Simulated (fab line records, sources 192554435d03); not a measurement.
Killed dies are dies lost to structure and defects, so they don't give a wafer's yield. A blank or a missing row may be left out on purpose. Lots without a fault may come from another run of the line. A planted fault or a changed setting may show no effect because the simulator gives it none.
Split-lot experiment | flow n5_finfet | 7 lots, 21 wafers read, on a route of 1938 steps

THE SPLIT
At N5_BEOL_M7_ETCH_61 (etches SiARC in CF4, target depth 45.5 nm, time 75.8 s), the setting source_w was moved away from the recipe's 545 W on 7 of the 21 wafers read, by -18.0% to +14.3%. The other wafers ran this setting at the recipe's value.

The reading is taken at the split's own step.

THE READING
rf_vpp_V, in V, at N5_BEOL_M7_ETCH_61 (etches SiARC in CF4, target depth 45.5 nm, time 75.8 s). Fault-free wafers of this fab line usually give 184.2 V, standard deviation 0.96 V.

wafer  | tool, chamber at the split | source_w as run, W | against the recipe | rf_vpp_V, V | against lot-mates on the recipe
L075.2 | rie_diel-01, 3             | 545                | recipe             | 183.6       | -
L075.3 | rie_diel-01, 1             | 545                | recipe             | 183.9       | -
L075.5 | rie_diel-01, 1             | 545                | recipe             | 184.1       | -
L076.2 | rie_diel-03, 1             | 489                | -10.3%             | 193.2       | +8.1
L076.3 | rie_diel-03, 2             | 545                | recipe             | 185.7       | -
L076.6 | rie_diel-03, 2             | 545                | recipe             | 184.6       | -
L080.2 | rie_diel-01, 3             | 470.6              | -13.7%             | 194.7       | +9.9
L080.3 | rie_diel-01, 0             | 545                | recipe             | 184.8       | -
L080.5 | rie_diel-01, 1             | 470.6              | -13.7%             | 193.7       | +8.9
L082.3 | rie_diel-05, 1             | 545                | recipe             | 183.6       | -
L082.4 | rie_diel-05, 3             | 545                | recipe             | 185.3       | -
L082.6 | rie_diel-05, 1             | 545                | recipe             | 184.4       | -
L086.1 | rie_diel-03, 0             | 451.3              | -17.2%             | 195.1       | +10.3
L086.4 | rie_diel-03, 3             | 451.3              | -17.2%             | 196.3       | +11.5
L086.5 | rie_diel-03, 1             | 545                | recipe             | 184.8       | -
L085.2 | rie_diel-01, 3             | 545                | recipe             | 184.2       | -
L085.3 | rie_diel-01, 0             | 446.9              | -18.0%             | 196.5       | +12.1
L085.4 | rie_diel-01, 1             | 545                | recipe             | 184.6       | -
L096.1 | rie_diel-03, 2             | 623.2              | +14.3%             | 176.6       | -5.8
L096.4 | rie_diel-03, 0             | 545                | recipe             | 181.3       | -
L096.6 | rie_diel-03, 2             | 545                | recipe             | 183.4       | -

THE FIT
A straight line over all 21 wafers: rf_vpp_V changes by -0.67 V for each +1% of source_w; r = -0.98; the points scatter about the line by 1.1 V.
The same after taking each lot's own level away (the mean of its wafers on the recipe; 21 wafers): -0.615 V for each +1%; r = -0.98; scatter 0.97 V.
On that fit, the largest move of source_w shifts the reading by 11 V.
The lots' own levels span 182.35 to 185.15 V, that is 2.9 times the standard deviation above.
So the lot-to-lot level changes the slope little: the two slopes agree.
Check: with one of the wafers moved furthest among these (-18.0%) left out of the fit, the line predicts +11.3 V for it against its lot-mates. It came out at +12.1 V against them.
Tool readings at the split's step, against how far the setting was moved: etch_rf_on_time_s r = -0.98; rf_vpp_V r = -0.98.

OTHER SPLITS ON THESE WAFERS
These wafers also went through other splits before the reading. Each is held against what the fit with the lots' levels taken away leaves over:
other split on the same wafers    | wafers away from the commonest value | r with rf_vpp_V (lot level and that fit taken away)
N5_BEOL_M6_HM_DEP_02 target_thk_a | 4                                    | -0.13
N5_BEOL_M7_ILD_DEP_00 time_s      | 4                                    | -0.13
N5_BEOL_M7_EXPOSE_08 dose_mj      | 8                                    | -0.06

THE WHOLE CHAIN: every reading that the file lists as answering this split, in the file's order
step               | what it does                                           | reading           | change (the file's fit)              | r (the file's)
N5_BEOL_M7_ETCH_61 | etches SiARC in CF4, target depth 45.5 nm, time 75.8 s | etch_rf_on_time_s | withheld for each +1% of the setting | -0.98
N5_BEOL_M7_ETCH_61 | etches SiARC in CF4, target depth 45.5 nm, time 75.8 s | rf_vpp_V          | -0.625 V for each +1% of the setting | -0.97

THE FILE'S OWN FIT
rf_vpp_V changes by -0.625 V for each +1% of source_w, r = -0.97.
